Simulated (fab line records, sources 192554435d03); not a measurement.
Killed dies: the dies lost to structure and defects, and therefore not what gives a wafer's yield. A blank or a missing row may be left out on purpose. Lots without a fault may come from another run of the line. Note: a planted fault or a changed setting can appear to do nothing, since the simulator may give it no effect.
Chamber matching ; flow n5_finfet ; N5_FIN_SAQP_ETCH_34 on rie_diel-02: 4 sister chambers
The step etches SiO2 in C4F6/O2, target depth 45 nm, time 15 s. 8 wafers are shown with their chamber, then 9 later ones without.

WAFERS, EACH WITH ITS CHAMBER
wafer;chamber;rf_vpp_V (V);showerhead_plenum_p_Torr (Torr)
L081.4;0;660;2.82
L084.2;2;671;2.82
L084.4;3;658;2.90
L087.3;2;670;2.81
L087.6;1;680;2.92
L089.3;0;662;2.81
L089.4;3;658;2.90
L089.5;1;678;2.92

WAFERS WHOSE CHAMBER IS MISSING
wafer;rf_vpp_V (V);showerhead_plenum_p_Torr (Torr)
L094.2;662;2.81
L094.3;679;2.92
L094.5;659;2.89
L095.4;678;2.91
L095.5;658;2.89
L095.6;661;2.81
L097.1;662;2.81
L097.3;669;2.80
L097.4;659;2.89

WHICH CHAMBER EACH WENT THROUGH
wafer;from the rows above;in truth
L094.2;0;0
L094.3;1;1
L094.5;3;3
L095.4;1;1
L095.5;3;3
L095.6;0;0
L097.1;0;0
L097.3;2;2
L097.4;3;3
Correctly placed: 9 of 9. Can't be placed from these rows: 0. Placed wrongly: 0.
How it was worked out, from the rows above alone: a wafer's distance from a chamber is the root of the sum, over the readings, of the square of ((its reading less the chamber's mean) divided by the reading's scatter). If the next closest chamber is less than 2 further off than the closest, the wafer can't be placed; otherwise it belongs to the closest. Each chamber's mean is taken over the wafers shown for it. The scatter: take each reading less its chamber's mean, square it, sum over the shown wafers, divide by the number of wafers less the number of chambers, and take the root.
